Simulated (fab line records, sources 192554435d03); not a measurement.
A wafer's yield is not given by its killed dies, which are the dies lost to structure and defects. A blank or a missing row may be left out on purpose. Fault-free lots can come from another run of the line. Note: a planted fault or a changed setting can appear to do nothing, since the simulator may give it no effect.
fab line records    flow n5Finfet
record lots=7  wafers=19  lastDay=18
route steps=1938 shown HKMG_FIN@454 GATE_CUT@465 PASSIVATION@1936
lots untouched by any fault: they come from a run of this same line in which no faults occurred
startH: hours from the record's opening day to when the first of the lot's shown wafers began    waitH: hours since the lot's step before    " repeats the value in the row above    L1.1+2: several wafers, shown together as one row    - either no value or no given start    * or withheld: withheld    < > ~ a bound
route shown NAME@n: a module of which the file shows steps, and the number in the route of the first    usual: mean/standard deviation of fault-free wafers    same: alike in all rows    chamber/n: place in a boat    sites: per-site readings    _std_site: the standard deviation of these    _edge_site: the outer-site mean with the inner-site mean subtracted    radiusMm: how far each site lies from the wafer's centre    mask NAME#n: copy n    behind: tool/chamber where the wafer was last shaped    hold: why the lot went on hold/how many hours it stayed there/how the hold came to an end    device: names the non-switching transistor (n, p or np)    end of line: tests of these same wafers at the route's end    a step given without rows: its recipe and nothing more    killed: not the wafer's yield, but the dies lost to structure and defects at the first sort    map: a wafer's dies, x killed, . not, _ none there
set.NAME: the setting the step ran with; set.NAME@STEP: the setting that earlier step ran with    model.NAME: the simulator's own value behind a step, which no gauge read
lots at selected steps of the route; one table per step, one row per wafer
services: a tool's chamber out of use, with start hour (startH, from the record's first day; less than 0 if before it), hours out, and reason
## steps
# step N5_HKMG_FIN_ETCHBACK_68
# recipe chemistry=Cl2/Ar  stopOn=HfO2  targetDepthA=5  pressureMtorr=10  icpW=600  biasW=60  Cl2_flow_sccm=40  Ar_flow_sccm=60
# usual drypumpMotorCurrentA=5.8/0.4  oes_ar_750_au=0.71/0.094  oesProductAu=0.70/0.095  throttleValvePct=20.93/0.19
lot.wafer  tool         chamber  startH  waitH  drypumpMotorCurrentA  oes_ar_750_au  oesProductAu  rfHoursCounterH  throttleValvePct
L836.2     rieMetal-02  1        99.37   0.1    6.4                   0.64           0.64          -                20.68
L836.3     "            1        "       "      6.4                   0.63           0.64          -                20.68
L836.5     "            1        "       "      6.4                   0.64           0.64          -                20.67
L839.1     rieMetal-03  0        111.83  0.0    5.6                   0.69           0.66          98               20.96
L839.2     "            1        "       "      5.5                   0.75           0.78          46               21.22
L839.5     "            1        "       "      5.5                   0.75           0.78          -                21.23
L846.2     rieMetal-01  1        158.50  0.0    5.4                   0.72           0.70          74               20.74
L846.4     "            1        "       "      5.4                   0.71           0.70          -                20.75
L848.2     rieMetal-03  0        170.08  0.0    5.6                   0.68           0.62          103              21.02
L848.5     "            1        "       "      5.5                   0.74           0.76          -                21.25
L848.6     "            0        "       "      5.5                   0.68           0.66          -                20.97
L849.2     rieMetal-03  1        172.35  0.0    5.5                   0.74           0.76          51               21.25
L849.3     "            1        "       "      5.5                   0.73           0.77          -                21.23
L857.2     rieMetal-03  1        214.15  0.0    5.5                   0.72           0.75          56               21.26
L857.4     "            0        "       "      5.6                   0.67           0.64          -                20.99
L857.6     "            1        "       "      5.5                   0.72           0.74          -                21.25
L856.2     rieMetal-03  0        216.37  0.0    5.6                   0.66           0.65          109              20.98
L856.4     "            0        "       "      5.6                   0.67           0.65          -                20.99
L856.6     "            0        "       "      5.6                   0.67           0.64          -                20.99
# step N5_HKMG_FIN_STRIP_69
# recipe chemistry=N2/H2  powerW=2500  tempC=300  h2Frac=0.65  timeS=360  pressureMtorr=withheld  n2FlowSccm=1750  h2FlowSccm=3250
# step N5_HKMG_FIN_ALD_21
# recipe material=TiN  targetThkA=15  tempC=400  aldPrecursorFamily=TiCl4  aldCoReactant=NH3  pulseTimeS=1  purgeTimeS=3  coReactantPurgeTimeS=2  coReactantPulseTimeS=2  aldCycles=68  pressureTorr=3
# step N5_HKMG_FIN_ALD_72
# recipe material=W  targetThkA=20  tempC=300  pressureTorr=7.5  aldPrecursorFamily=WF6  aldCoReactant=B2H6  pulseTimeS=1  purgeTimeS=2  coReactantPurgeTimeS=2  coReactantPulseTimeS=3  aldCycles=7
# step N5_HKMG_FIN_W_FILL_22
# recipe material=W  targetThkA=600  tempC=400  pressureTorr=39.4  timeS=18.2
# step N5_HKMG_FIN_PRECLEAN_83
# recipe chemistry=DIW  timeS=57.5  tempC=23
# step N5_HKMG_FIN_SRD_84
# recipe dryTimeS=32  dry=n2Spin  spinRpm=1500
# step N5_HKMG_FIN_CMP_23
# recipe stopOn=SiNx  tOverpolishS=10  postCmpClean=rinseOnly  downForcePsi=4  platenRpm=50.289  padVelocityMS=1.0006  targetThkNm=46.326
# usual motorCurrentA=11.8/0.89  overpolishRunS=10.000/0.0087  slurryFlowMlMin=150.0/0.5  timeToEndpointS=12.2/2.2
lot.wafer  tool    chamber  startH  waitH  motorCurrentA  overpolishRunS  slurryFlowMlMin  timeToEndpointS
L836.3     cmp-02  3        100.58  0.1    10.8           10.002          151.1            10.1
L836.2     "       1        "       "      12.6           9.998           150.6            11.3
L836.5     "       2        "       "      13.1           10.016          149.4            12.8
L839.2     cmp-02  1        112.90  0.0    12.3           9.994           150.1            11.7
L839.1     "       2        "       "      13.4           9.999           150.3            12.2
L839.5     "       2        "       "      13.1           10.002          149.9            11.6
L846.2     cmp-02  2        159.64  0.1    13.4           9.998           150.2            14.7
L846.4     "       0        "       "      12.7           9.996           149.4            15.8
L848.2     cmp-03  3        171.39  0.2    12.5           10.007          148.4            11.2
L848.5     "       1        "       "      10.8           9.989           149.9            15.3
L848.6     "       2        "       "      11.8           10.007          150.1            9.4
L849.3     cmp-03  2        173.41  0.0    11.2           10.013          149.5            10.2
L849.2     "       0        "       "      11.9           10.002          150.0            10.4
L857.2     cmp-04  2        215.21  0.0    12.3           10.005          150.9            11.4
L857.4     "       0        "       "      12.0           10.015          149.9            11.7
L857.6     "       3        "       "      11.3           9.992           150.1            8.3
L856.2     cmp-04  2        217.42  0.0    12.1           9.995           149.8            10.8
L856.4     "       1        "       "      11.1           9.996           149.6            10.6
L856.6     "       3        "       "      10.8           9.994           150.1            7.6
# step N5_HKMG_FIN_CMP_94
# recipe stopOn=SiNx  postCmpClean=wDiluteNh4oh  tOverpolishS=4.7  downForcePsi=4  platenRpm=50.289  padVelocityMS=1.0006  targetThkNm=43.299
# usual motorCurrentA=11.8/0.95  slurryFlowMlMin=150.0/0.51
lot.wafer  tool    chamber  startH  waitH  motorCurrentA  slurryFlowMlMin
L836.3     cmp-02  3        101.01  0.3    10.4           150.1
L836.2     "       1        "       "      12.5           150.2
L836.5     "       2        "       "      12.9           150.2
L839.2     cmp-02  1        113.38  0.4    12.0           149.9
L839.1     "       2        "       "      12.9           150.4
L839.5     "       2        "       "      13.5           150.7
L846.2     cmp-02  2        160.07  0.3    13.4           149.9
L846.4     "       0        "       "      12.8           150.5
L848.2     cmp-03  3        171.77  0.3    12.7           150.0
L848.5     "       1        "       "      10.3           150.2
L848.6     "       2        "       "      11.1           149.7
L849.3     cmp-03  2        173.89  0.4    11.0           149.8
L849.2     "       0        "       "      12.7           149.0
L857.2     cmp-04  2        215.69  0.4    12.4           150.1
L857.4     "       0        "       "      12.5           150.0
L857.6     "       3        "       "      11.0           150.0
L856.2     cmp-04  2        217.90  0.4    12.7           150.6
L856.4     "       1        "       "      11.0           149.2
L856.6     "       3        "       "      10.5           149.3
# step N5_HKMG_FIN_INSPECT_28
# recipe inspectInstrument=darkfield  mode=postCmp
# usual rawDefectCount=42/16
lot.wafer  tool              chamber  startH  waitH  rawDefectCount
L836.2     defectInspect-01  -        101.21  0.0    37
L836.3     "                 -        "       "      53
L836.5     "                 -        "       "      46
L839.1     defectInspect-01  -        113.61  0.0    71
L839.2     "                 -        "       "      50
L839.5     "                 -        "       "      69
L846.2     defectInspect-01  -        160.27  0.0    65
L846.4     "                 -        "       "      22
L848.2     defectInspect-02  -        171.94  0.0    51
L848.5     "                 -        "       "      73
L848.6     "                 -        "       "      38
L849.2     defectInspect-02  -        174.12  0.0    29
L849.3     "                 -        "       "      35
L857.2     defectInspect-01  -        215.92  0.0    39
L857.4     "                 -        "       "      47
L857.6     "                 -        "       "      38
L856.2     defectInspect-02  -        218.14  0.0    34
L856.4     "                 -        "       "      36
L856.6     "                 -        "       "      30
# step N5_GATE_CUT_ETCHBACK_00
# recipe chemistry=SF6/Cl2  target=W  pressureMtorr=8  icpW=900  biasW=80  SF6_flow_sccm=40  Cl2_flow_sccm=60
# usual drypumpMotorCurrentA=5.9/0.43  oesProductAu=0.74/0.11  throttleValvePct=27.6/0.3
lot.wafer  tool         chamber  startH  waitH  drypumpMotorCurrentA  oesProductAu  rfHoursCounterH  throttleValvePct
L836.2     rieMetal-02  1        101.29  0.1    6.4                   0.65          -                27.3
L836.3     "            1        "       "      6.4                   0.65          -                27.3
L836.5     "            1        "       "      6.4                   0.65          -                27.3
L839.1     rieMetal-02  1        113.64  0.0    6.4                   0.65          101              27.3
L839.2     "            0        "       "      6.3                   0.97          1                27.6
L839.5     "            0        "       "      6.3                   0.97          -                27.6
L846.2     rieMetal-02  1        160.31  0.0    6.4                   0.64          106              27.3
L846.4     "            0        "       "      6.3                   0.91          -                27.6
L848.2     rieMetal-02  1        171.97  0.0    6.4                   0.63          107              27.3
L848.5     "            1        "       "      6.4                   0.64          -                27.3
L848.6     "            0        "       "      6.3                   0.89          -                27.6
L849.2     rieMetal-02  0        174.16  0.0    6.4                   0.91          7                27.6
L849.3     "            0        "       "      6.3                   0.91          -                27.6
L857.2     rieMetal-01  0        215.95  0.0    5.5                   0.61          124              27.7
L857.4     "            0        "       "      5.5                   0.60          -                27.7
L857.6     "            1        "       "      5.4                   0.70          -                27.2
L856.2     rieMetal-03  1        218.17  0.0    5.5                   0.76          57               28.1
L856.4     "            0        "       "      5.6                   0.65          -                27.7
L856.6     "            0        "       "      5.6                   0.65          -                27.7
# step N5_GATE_CUT_ETCH_56
# recipe chemistry=Cl2/Ar  target=TiN  targetDepthA=216  pressureMtorr=10  icpW=600  biasW=60  Cl2_flow_sccm=40  Ar_flow_sccm=60
# usual drypumpMotorCurrentA=5.9/0.43  oes_ar_750_au=0.73/0.12  oesProductAu=0.74/0.11  throttleValvePct=20.89/0.19
lot.wafer  tool         chamber  startH  waitH  drypumpMotorCurrentA  oes_ar_750_au  oesProductAu  rfHoursCounterH  throttleValvePct  model.etch.depthNm
L836.2     rieMetal-02  1        101.52  0.2    6.4                   0.64           0.64          -                20.67             21.3
L836.3     "            1        "       "      6.4                   0.64           0.64          -                20.70             21
L836.5     "            1        "       "      6.4                   0.64           0.65          -                20.68             21.08
L839.1     rieMetal-02  1        113.76  0.1    6.4                   0.63           0.64          101              20.70             20.92
L839.2     "            0        "       "      6.4                   0.98           0.96          1                20.84             21.34
L839.5     "            0        "       "      6.3                   0.98           0.96          -                20.85             21.26
L846.2     rieMetal-02  1        160.43  0.1    6.4                   0.63           0.85          106              20.35             32.87
L846.4     "            0        "       "      6.4                   0.91           0.90          -                20.87             21.22
L848.2     rieMetal-02  1        172.09  0.1    6.4                   0.63           0.84          107              20.35             32.67
L848.5     "            1        "       "      6.4                   0.63           0.62          -                20.70             20.96
L848.6     "            0        "       "      6.4                   0.92           0.90          -                20.86             21.19
L849.2     rieMetal-02  0        174.28  0.1    6.3                   0.91           1.21          7                20.48             33.07
L849.3     "            0        "       "      6.3                   0.91           1.20          -                20.52             33.09
L857.2     rieMetal-01  0        216.07  0.1    5.6                   0.61           0.61          124              21.01             21.17
L857.4     "            0        "       "      5.6                   0.61           0.60          -                21.00             20.95
L857.6     "            1        "       "      5.4                   0.71           0.70          -                20.71             21.9
L856.2     rieMetal-03  1        218.29  0.1    5.5                   0.72           0.76          57               21.24             21.63
L856.4     "            0        "       "      5.6                   0.67           0.69          -                20.92             23.87
L856.6     "            0        "       "      5.5                   0.67           0.69          -                20.90             23.83
# step N5_GATE_CUT_ETCHBACK_30
# recipe chemistry=Cl2/Ar  target=TiN  targetDepthA=30  mode=isotropic  pressureMtorr=10  icpW=600  biasW=60  Cl2_flow_sccm=40  Ar_flow_sccm=60
# usual drypumpMotorCurrentA=5.9/0.43  oes_ar_750_au=0.73/0.12  oesProductAu=0.74/0.11  throttleValvePct=20.89/0.19
lot.wafer  tool         chamber  startH  waitH  drypumpMotorCurrentA  oes_ar_750_au  oesProductAu  rfHoursCounterH  throttleValvePct
L836.2     rieMetal-02  1        101.68  0.1    6.4                   0.63           0.64          -                20.66
L836.3     "            1        "       "      6.4                   0.63           0.64          -                20.68
L836.5     "            1        "       "      6.4                   0.64           0.64          -                20.68
L839.1     rieMetal-02  1        113.85  0.1    6.4                   0.63           0.64          101              20.67
L839.2     "            0        "       "      6.3                   0.98           0.97          1                20.85
L839.5     "            0        "       "      6.4                   0.98           0.96          -                20.85
L846.2     rieMetal-02  1        160.52  0.1    6.4                   0.63           0.63          106              20.70
L846.4     "            0        "       "      6.3                   0.92           0.91          -                20.86
L848.2     rieMetal-02  1        172.18  0.1    6.4                   0.62           0.63          107              20.71
L848.5     "            1        "       "      6.4                   0.62           0.62          -                20.69
L848.6     "            0        "       "      6.3                   0.91           0.90          -                20.85
L849.2     rieMetal-02  0        174.37  0.1    6.4                   0.92           0.90          7                20.87
L849.3     "            0        "       "      6.3                   0.91           0.89          -                20.88
L857.2     rieMetal-01  0        216.16  0.1    5.6                   0.61           0.60          124              21.01
L857.4     "            0        "       "      5.5                   0.61           0.60          -                21.03
L857.6     "            1        "       "      5.4                   0.71           0.70          -                20.73
L856.2     rieMetal-03  1        218.38  0.1    5.5                   0.72           0.76          57               21.27
L856.4     "            0        "       "      5.5                   0.67           0.68          -                20.92
L856.6     "            0        "       "      5.5                   0.67           0.68          -                20.95
# step N5_PASSIVATION_PROBE_49
# usual killed_at_M0_to_M3=37/12  killed_at_M4_up=14/5.3  killedAtContacts=12/6.2  killedAtFrontEnd=41/11  killedAtOther=3.7/2.9  killedDies=107/17  killedOnRim=14/4.4  killedOpen=71/12  killedShort=34/7.9
# same grossDies=1180  killedAtBackSide=0
lot.wafer  tool       chamber  startH  waitH  killed_at_M0_to_M3  killed_at_M4_up  killedAtContacts  killedAtFrontEnd  killedAtOther  killedDies  killedOnRim  killedOpen  killedShort
L839.5     prober-01  -        313.40  0.2    29                  13               13                41                8              104         15           69          33
L846.2     prober-01  -        353.41  0.1    31                  14               7                 32                3              87          15           60          26
L857.2     prober-02  -        426.11  0.1    44                  21               21                52                2              140         22           87          50
L857.4     prober-02  -        426.21  0.2    32                  9                6                 59                5              111         17           65          44
L857.6     prober-02  -        426.31  0.3    30                  25               10                42                1              108         7            74          33
# killed by level:class
L839.5 DUMMY_GATE:geometricParticle:open=16 MOL_CONTACT_COAG:geometricParticle:open=9 BEOL_M1:geometricParticle:open=8 PASS1_CAP:geometricParticle:open=5 BEOL_M3:geometricParticle:short=5 BEOL_M5:geometricParticle:open=5 GATE_CUT:geometricParticle:short=4 MOL_CONTACT_COAG:geometricParticle:short=4
L846.2 BEOL_M2:geometricParticle:open=9 MOL_CONTACT_COAG:geometricParticle:open=7 FIN_SAQP:geometricParticle:open=6 GATE_CUT:geometricParticle:open=5 BEOL_M0_SAQP:geometricParticle:short=5 BEOL_M2:geometricParticle:short=5 STARTING-WAFER:geometricParticle:short=5 DUMMY_GATE:geometricParticle:open=4
L857.2 MOL_CONTACT_COAG:geometricParticle:open=16 BEOL_M4:geometricParticle:open=13 FIN_SAQP:geometricParticle:short=10 FIN_SAQP:geometricParticle:open=10 BEOL_M0_SAQP:geometricParticle:short=9 DUMMY_GATE:geometricParticle:open=8 BEOL_M2:geometricParticle:open=8 GATE_CUT:geometricParticle:short=7
L857.4 FIN_SAQP:geometricParticle:short=15 FIN_SAQP:geometricParticle:open=12 BEOL_M0_SAQP:geometricParticle:short=9 BEOL_M4:geometricParticle:open=7 STI_FIN_REVEAL:geometricParticle:open=6 DUMMY_GATE:geometricParticle:open=6 BEOL_M2:geometricParticle:open=4 BEOL_M0_SAQP:geometricParticle:open=4
L857.6 BEOL_M4:geometricParticle:open=14 BEOL_M0_SAQP:geometricParticle:open=11 BEOL_M0_SAQP:geometricParticle:short=11 FIN_SAQP:geometricParticle:open=9 MOL_CONTACT_COAG:geometricParticle:open=8 DUMMY_GATE:geometricParticle:open=5 GATE_CUT:geometricParticle:short=5 ILD0:geometricParticle:open=4
## services
tool         chamber  startH  hours  kind
cmp-02       -        77.52   0.7    repair
rieMetal-02  0        83.84   -      clean
rieMetal-02  0        83.84   23.6   scheduledDown
rieMetal-02  0        83.84   23.6   ventCycle
cmp-04       -        107.65  2.1    repair
cmp-03       -        112.51  3.3    repair
cmp-03       -        165.20  3.8    pm
rieMetal-01  -        171.73  28.1   pm
cmp-04       -        199.73  4.0    pm
cmp-04       -        203.73  -      consumableReplace:conditioner
cmp-04       -        203.73  -      consumableReplace:pad
cmp-04       -        204.42  1.4    repair
## key
firstSign step=N5_GATE_CUT_ETCH_56  reading=oesProductAu  direction=up  sigmas=2.6  usual=0.74  struck=1.03  wafersMoved=2
effect step=N5_GATE_CUT_ETCH_56  reading=throttleValvePct  direction=down  sigmas=2.5  usual=*  struck=*
modelEffect step=N5_GATE_CUT_ETCH_56  value=etch.depthNm  without=21.15  struck=32.92
metAt N5_GATE_CUT_ETCH_56
struckWafers L846.2,L848.2,L849.2,L849.3
testerLeftOut L846,L848,L849
onsetBetween 113.76 160.43
fault kind=processParameterDrift  tool=rieMetal-02  chamber=-  onsetH=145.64  steps=N5_GATE_CUT_ETCH_56  channel=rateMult  offset=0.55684  shape=step  endH=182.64  scope=struckWafersOnly
# testerLeftOut: of these lots the tester's yield and bins aren't shown, on N5 and GAA mostly nor the transistor test; their killed dies are dies lost to structure and defects alone, not to doping, threshold or leakage, so they don't give the yield
